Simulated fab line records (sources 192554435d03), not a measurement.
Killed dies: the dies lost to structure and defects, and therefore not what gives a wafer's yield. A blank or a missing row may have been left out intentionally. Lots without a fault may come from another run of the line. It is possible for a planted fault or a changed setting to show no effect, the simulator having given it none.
Matching of chambers / flow n5_finfet / 4 sister chambers for N5_BEOL_M0_ETCH_138 on rie_diel-04
The step etches SiCN in CH3F/O2, target depth 12 nm, time 31.6 s. 16 wafers are shown with their chamber, then 8 later ones without.

## WAFERS PAIRED WITH THEIR CHAMBERS
wafer=L080.2; chamber=1; showerhead_plenum_p_Torr (Torr)=1.90; throttle_valve_pct (%)=16.11; drypump_motor_current_A (A)=5.9
wafer=L080.3; chamber=3; showerhead_plenum_p_Torr (Torr)=2.02; throttle_valve_pct (%)=16.49; drypump_motor_current_A (A)=5.0
wafer=L080.6; chamber=2; showerhead_plenum_p_Torr (Torr)=1.97; throttle_valve_pct (%)=16.52; drypump_motor_current_A (A)=6.3
wafer=L081.2; chamber=3; showerhead_plenum_p_Torr (Torr)=2.02; throttle_valve_pct (%)=16.50; drypump_motor_current_A (A)=5.1
wafer=L081.3; chamber=0; showerhead_plenum_p_Torr (Torr)=2.07; throttle_valve_pct (%)=16.40; drypump_motor_current_A (A)=5.7
wafer=L081.4; chamber=1; showerhead_plenum_p_Torr (Torr)=1.90; throttle_valve_pct (%)=16.13; drypump_motor_current_A (A)=5.8
wafer=L082.1; chamber=0; showerhead_plenum_p_Torr (Torr)=2.07; throttle_valve_pct (%)=16.41; drypump_motor_current_A (A)=5.7
wafer=L082.4; chamber=1; showerhead_plenum_p_Torr (Torr)=1.89; throttle_valve_pct (%)=16.14; drypump_motor_current_A (A)=5.8
wafer=L082.5; chamber=3; showerhead_plenum_p_Torr (Torr)=2.02; throttle_valve_pct (%)=16.50; drypump_motor_current_A (A)=5.1
wafer=L084.1; chamber=2; showerhead_plenum_p_Torr (Torr)=1.96; throttle_valve_pct (%)=16.53; drypump_motor_current_A (A)=6.3
wafer=L084.2; chamber=1; showerhead_plenum_p_Torr (Torr)=1.89; throttle_valve_pct (%)=16.13; drypump_motor_current_A (A)=5.8
wafer=L084.4; chamber=0; showerhead_plenum_p_Torr (Torr)=2.07; throttle_valve_pct (%)=16.40; drypump_motor_current_A (A)=5.8
wafer=L086.1; chamber=2; showerhead_plenum_p_Torr (Torr)=1.96; throttle_valve_pct (%)=16.54; drypump_motor_current_A (A)=6.3
wafer=L086.2; chamber=0; showerhead_plenum_p_Torr (Torr)=2.07; throttle_valve_pct (%)=16.42; drypump_motor_current_A (A)=5.8
wafer=L086.4; chamber=1; showerhead_plenum_p_Torr (Torr)=1.89; throttle_valve_pct (%)=16.12; drypump_motor_current_A (A)=5.9
wafer=L091.3; chamber=0; showerhead_plenum_p_Torr (Torr)=2.06; throttle_valve_pct (%)=16.44; drypump_motor_current_A (A)=5.7

SIGNATURES, as means of the wafers listed above
reading=showerhead_plenum_p_Torr; chamber 0=2.0680; chamber 1=1.8940; chamber 2=1.9633; chamber 3=2.0200; scatter within a chamber=0.00471
reading=throttle_valve_pct; chamber 0=16.4140; chamber 1=16.1260; chamber 2=16.5300; chamber 3=16.4967; scatter within a chamber=0.0126
reading=drypump_motor_current_A; chamber 0=5.740; chamber 1=5.840; chamber 2=6.300; chamber 3=5.067; scatter within a chamber=0.0506
Rule: a wafer lies at a distance from a chamber equal to the root of the sum of squares, over the readings, of (its reading less the chamber's mean, divided by the reading's scatter). The wafer belongs to the nearest chamber; if the next one is less than 2 further off, it can't be placed. The scatter: the root of (the sum of the squares of (reading less its chamber's mean) over the shown wafers, divided by (wafers less chambers)).

## WAFERS MISSING THEIR CHAMBER
wafer=L091.4; showerhead_plenum_p_Torr (Torr)=1.96; throttle_valve_pct (%)=16.56; drypump_motor_current_A (A)=6.3
wafer=L091.5; showerhead_plenum_p_Torr (Torr)=1.89; throttle_valve_pct (%)=16.17; drypump_motor_current_A (A)=5.8
wafer=L092.1; showerhead_plenum_p_Torr (Torr)=1.96; throttle_valve_pct (%)=16.58; drypump_motor_current_A (A)=6.3
wafer=L092.2; showerhead_plenum_p_Torr (Torr)=1.89; throttle_valve_pct (%)=16.14; drypump_motor_current_A (A)=5.9
wafer=L092.5; showerhead_plenum_p_Torr (Torr)=2.06; throttle_valve_pct (%)=16.42; drypump_motor_current_A (A)=5.7
wafer=L094.1; showerhead_plenum_p_Torr (Torr)=2.06; throttle_valve_pct (%)=16.44; drypump_motor_current_A (A)=5.7
wafer=L094.4; showerhead_plenum_p_Torr (Torr)=1.96; throttle_valve_pct (%)=16.59; drypump_motor_current_A (A)=6.3
wafer=L094.5; showerhead_plenum_p_Torr (Torr)=1.96; throttle_valve_pct (%)=16.58; drypump_motor_current_A (A)=6.3

## WHICH CHAMBER EACH ONE RAN IN
wafer=L091.4; from the rows above=2; in truth=2
wafer=L091.5; from the rows above=1; in truth=1
wafer=L092.1; from the rows above=2; in truth=2
wafer=L092.2; from the rows above=1; in truth=1
wafer=L092.5; from the rows above=0; in truth=0
wafer=L094.1; from the rows above=0; in truth=0
wafer=L094.4; from the rows above=2; in truth=2
wafer=L094.5; from the rows above=2; in truth=2
Placed correctly: 8 of 8. From these rows, 0 cannot be placed. Number placed wrongly: 0.
